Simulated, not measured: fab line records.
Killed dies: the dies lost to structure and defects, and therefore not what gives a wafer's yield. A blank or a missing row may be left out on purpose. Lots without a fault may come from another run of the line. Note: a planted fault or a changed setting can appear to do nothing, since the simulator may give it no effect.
The tool behind it: which one? ; flow n5_finfet ; 10 lots with 30 wafers sampled at 5 steps, on a route of 1938 steps

WHAT THE GAUGES SHOWED, per wafer
N5_BEOL_M0_SAQP_CD_MEAS_14: the cd target is 42.5 nm. Usual: cd_nm 42.4 nm, standard deviation 0.37.
lot;measured;on;cd_nm (nm);flag
L597;day 6 14:25;cd_sem-02;42.0 41.9 41.8;
L600;day 7 07:22;cd_sem-01;42.5 42.4 42.5;
L606;day 8 23:37;cd_sem-01;42.7 42.9 42.4;
L610;day 9 20:30;cd_sem-03;42.5 42.2 42.4;
L611;day 10 06:05;cd_sem-03;42.2 41.7 42.1;
L612;day 10 07:57;cd_sem-01;43.1 42.9 43.1;
L613;day 10 13:02;cd_sem-01;42.8 42.4 42.7;
L614;day 10 16:12;cd_sem-02;42.6 42.5 42.4;
L615;day 10 22:10;cd_sem-02;42.4 42.6 42.4;
L616;day 11 08:16;cd_sem-03;42.0 42.6 42.4;

N5_BEOL_M4_RC_MEAS_101. Usual: DIBL_N 36.9 mV/V, standard deviation 1.7; DIBL_P 36.7 mV/V, standard deviation 2.1; IOFF_N 0.17 nA/um, standard deviation 0.032; IOFF_P 0.22 nA/um, standard deviation 0.036; ION_N 674 uA/um, standard deviation 12; ION_P 461 uA/um, standard deviation 7; SS_N 71.7 mV/dec, standard deviation 0.6; SS_P 73.4 mV/dec, standard deviation 0.67; VT_N 249 mV, standard deviation 3.1; VT_P -250 mV, standard deviation 3.2.
lot;measured;on;DIBL_N (mV/V);DIBL_P (mV/V);IOFF_N (nA/um);IOFF_P (nA/um);ION_N (uA/um);ION_P (uA/um);SS_N (mV/dec);SS_P (mV/dec);VT_N (mV);VT_P (mV);flag
L597;day 9 03:32;prober-02;37.5 40.4 37.1;38.3 42.5 38.5;0.17 0.24 0.16;0.21 0.28 0.21;668 691 678;460 463 461;71.6 72.7 72.3;73.6 75.5 73.6;250 242 250;-252 -248 -251;
L600;day 9 08:10;prober-01;36.3 35.7 37.0;36.9 35.5 37.6;0.17 0.14 0.17;0.23 0.21 0.25;685 662 676;471 460 467;71.0 71.5 71.1;73.6 73.7 72.9;245 250 248;-246 -250 -246;
L606;day 11 09:40;prober-02;34.9 35.7 36.9;35.1 34.9 37.2;0.13 0.14 0.17;0.16 0.16 0.19;673 672 686;455 454 459;70.6 71.3 71.6;73.0 73.2 74.1;251 253 250;-256 -256 -251;
L610;day 12 06:56;prober-02;38.5 35.0 32.8;38.0 34.8 32.0;0.19 0.13 0.11;0.24 0.20 0.16;676 654 660;466 458 455;71.9 71.2 70.6;73.7 72.8 72.6;248 252 253;-249 -252 -255;
L611;day 12 15:16;prober-02;36.3 34.8 37.2;35.0 33.8 35.8;0.17 0.13 0.18;0.26 0.23 0.26;681 668 681;470 469 471;71.5 71.8 71.3;72.7 72.6 73.8;247 254 247;-245 -245 -245;
L612;day 12 21:56;prober-01;37.1 36.4 38.0;37.7 35.5 38.3;0.17 0.15 0.21;0.27 0.22 0.28;679 668 702;465 461 472;72.8 71.0 73.2;73.5 73.3 74.1;248 252 244;-245 -245 -245;
L613;day 13 01:27;prober-01;35.4 37.0 35.2;37.3 37.7 37.1;0.16 0.17 0.15;0.21 0.22 0.21;681 682 682;464 465 461;71.1 70.8 71.0;73.6 73.7 73.0;248 248 250;-250 -249 -249;
L614;day 13 05:11;prober-02;35.5 32.0 35.6;34.9 30.8 34.9;0.14 0.10 0.14;0.19 0.14 0.20;673 651 667;462 452 462;72.0 69.8 71.3;73.8 72.5 73.7;254 255 255;-250 -255 -251;
L615;day 13 07:12;prober-02;37.5 38.9 35.0;38.7 40.3 35.1;0.20 0.23 0.14;0.28 0.30 0.22;681 696 660;473 471 468;72.4 72.0 71.2;74.4 74.2 73.2;244 245 251;-247 -243 -249;
L616;day 14 00:20;prober-01;39.1 37.7 39.5;38.5 37.1 39.5;0.18 0.16 0.19;0.23 0.22 0.26;663 659 681;460 458 467;71.9 72.1 72.8;74.1 73.7 73.8;251 252 251;-249 -248 -247;

WHICH TOOL RAN EACH LOT (tool, then ch and the chambers of the sampled wafers, then the start)
lot;N5_BEOL_M0_SAQP_PECVD_96;N5_BEOL_M0_SAQP_RECESS_104;N5_BEOL_M0_SAQP_ETCH_88
L597;pecvd-04 ch 1,2, day 6 13:45;vapor_etch-02 ch 0,1, day 6 16:50;rie_diel-06 ch 0,2,3, day 6 18:59
L600;pecvd-01 ch 1,2, day 7 06:41;vapor_etch-02 ch 0,1, day 7 09:17;rie_diel-06 ch 0,2, day 7 11:24
L606;pecvd-01 ch 0,2, day 8 22:58;vapor_etch-02 ch 0,1, day 9 01:35;rie_diel-03 ch 1,2, day 9 04:01
L610;pecvd-03 ch 0,1, day 9 19:52;vapor_etch-02 ch 0,1, day 9 23:57;rie_diel-01 ch 0,1,3, day 10 02:01
L611;pecvd-04 ch 0,1,2, day 10 05:25;vapor_etch-02 ch 0,1, day 10 09:53;rie_diel-03 ch 1,2, day 10 12:01
L612;pecvd-01 ch 0,1, day 10 07:13;vapor_etch-02 ch 0,1, day 10 11:05;rie_diel-01 ch 0,1,2, day 10 13:19
L613;pecvd-04 ch 0,1,2, day 10 12:31;vapor_etch-02 ch 0,1, day 10 16:38;rie_diel-06 ch 2,3, day 10 19:08
L614;pecvd-03 ch 0,2, day 10 15:40;vapor_etch-02 ch 0,1, day 10 18:11;rie_diel-03 ch 0,1,2, day 10 21:51
L615;pecvd-04 ch 0,2, day 10 21:30;vapor_etch-02 ch 0,1, day 11 00:12;rie_diel-01 ch 0,2,3, day 11 03:06
L616;pecvd-04 ch 0,1,2, day 11 07:40;vapor_etch-02 ch 0,1, day 11 10:23;rie_diel-06 ch 0,1,2, day 11 12:14
- N5_BEOL_M0_SAQP_PECVD_96: deposits a-Si from SiH4/He, target thk 45 nm, time 45.2 s.
- N5_BEOL_M0_SAQP_RECESS_104: chemistry HF/NH3, target SiO2, target depth 18 nm, afs cycles 3, sublimation time 60 s.
- N5_BEOL_M0_SAQP_ETCH_88: etches underlayer in N2/H2, target depth 6.5 nm, time 5.2 s.

AS READ BY THE TOOLS THEMSELVES (means over the sampled wafers that have a number; for cases with no such wafer, the mark the record gives instead)
N5_BEOL_M0_SAQP_PECVD_96. Usual: heater_power_w 587 W, standard deviation 47; showerhead_plenum_p_Torr 5.69 Torr, standard deviation 0.067; throttle_valve_pct 18.0 %, standard deviation 0.87.
lot;tool;heater_power_w (W);showerhead_plenum_p_Torr (Torr);throttle_valve_pct (%);flag
L597;pecvd-04;583;5.77;17.6;
L600;pecvd-01;584;5.74;19.1;
L606;pecvd-01;705;5.69;18.2;
L610;pecvd-03;574;5.66;18.9;
L611;pecvd-04;576;5.72;17.6;
L612;pecvd-01;588;5.73;19.0;
L613;pecvd-04;564;5.70;17.3;
L614;pecvd-03;553;5.69;17.8;
L615;pecvd-04;603;5.66;17.5;
L616;pecvd-04;579;5.71;17.4;

N5_BEOL_M0_SAQP_RECESS_104. Usual: drypump_motor_current_A 5.6 A, standard deviation 0.48.
lot;tool;drypump_motor_current_A (A);flag
L597;vapor_etch-02;5.2;
L600;vapor_etch-02;5.2;
L606;vapor_etch-02;5.5;
L610;vapor_etch-02;5.5;
L611;vapor_etch-02;5.2;
L612;vapor_etch-02;5.5;
L613;vapor_etch-02;5.5;
L614;vapor_etch-02;5.5;
L615;vapor_etch-02;5.2;
L616;vapor_etch-02;5.5;

N5_BEOL_M0_SAQP_ETCH_88. Usual: bias_w is 150.0 W with standard deviation 0.48, drypump_motor_current_A is 5.7 A with standard deviation 0.37, etch_rf_on_time_s is 5.19 s with standard deviation 0.092, oes_product_au is 0.66 a.u. with standard deviation 0.066, rf_vpp_V is 523.9 V with standard deviation 2.8, showerhead_plenum_p_Torr is 2.54 Torr with standard deviation 0.099, and throttle_valve_pct is 17.8 % with standard deviation 0.33.
lot;tool;bias_w (W);drypump_motor_current_A (A);etch_rf_on_time_s (s);oes_product_au (a.u.);rf_vpp_V (V);showerhead_plenum_p_Torr (Torr);throttle_valve_pct (%);flag
L597;rie_diel-06;150.0;5.4;4.77;0.76;525.4;2.56;17.9;OFF
L600;rie_diel-06;150.0;5.4;4.77;0.71;523.4;2.51;18.0;OFF
L606;rie_diel-03;149.9;5.7;5.31;0.65;524.4;2.60;17.5;
L610;rie_diel-01;149.8;5.8;5.21;0.66;523.5;2.54;17.7;
L611;rie_diel-03;149.8;5.5;5.32;0.64;524.1;2.52;17.5;
L612;rie_diel-01;150.0;5.7;5.15;0.60;523.5;2.52;17.9;
L613;rie_diel-06;150.1;5.2;5.24;0.63;524.4;2.57;18.1;
L614;rie_diel-03;150.2;5.5;5.22;0.66;524.9;2.60;17.5;
L615;rie_diel-01;150.2;5.9;5.20;0.64;523.3;2.50;17.8;
L616;rie_diel-06;150.2;5.6;5.16;0.69;523.7;2.52;17.7;

THE ANSWER, worked out from the rows above alone
Rule: lot off if the mean of its wafers having a number is beyond 3 standard deviations from the usual mean. A lot without any number at a reading at which 4 lots or more have one is off too. All remaining lots with rows at the step are treated as sound. The gauges are gone through in route order, then the tools' own readings, and for those a lot's mean is taken as printed above. The first step at which some lot is off is used, and at that step the reading that is off furthest; a lot without a number counts as furthest.
Off: L597, L600 (N5_BEOL_M0_SAQP_ETCH_88, etch_rf_on_time_s).
A tool fits if, at that step or a process step before it, it ran every lot that is off, and no sound lot after the first of them. Not one of the candidates tried fits.

WHAT HAD BEEN PUT IN BY THE SIMULATOR
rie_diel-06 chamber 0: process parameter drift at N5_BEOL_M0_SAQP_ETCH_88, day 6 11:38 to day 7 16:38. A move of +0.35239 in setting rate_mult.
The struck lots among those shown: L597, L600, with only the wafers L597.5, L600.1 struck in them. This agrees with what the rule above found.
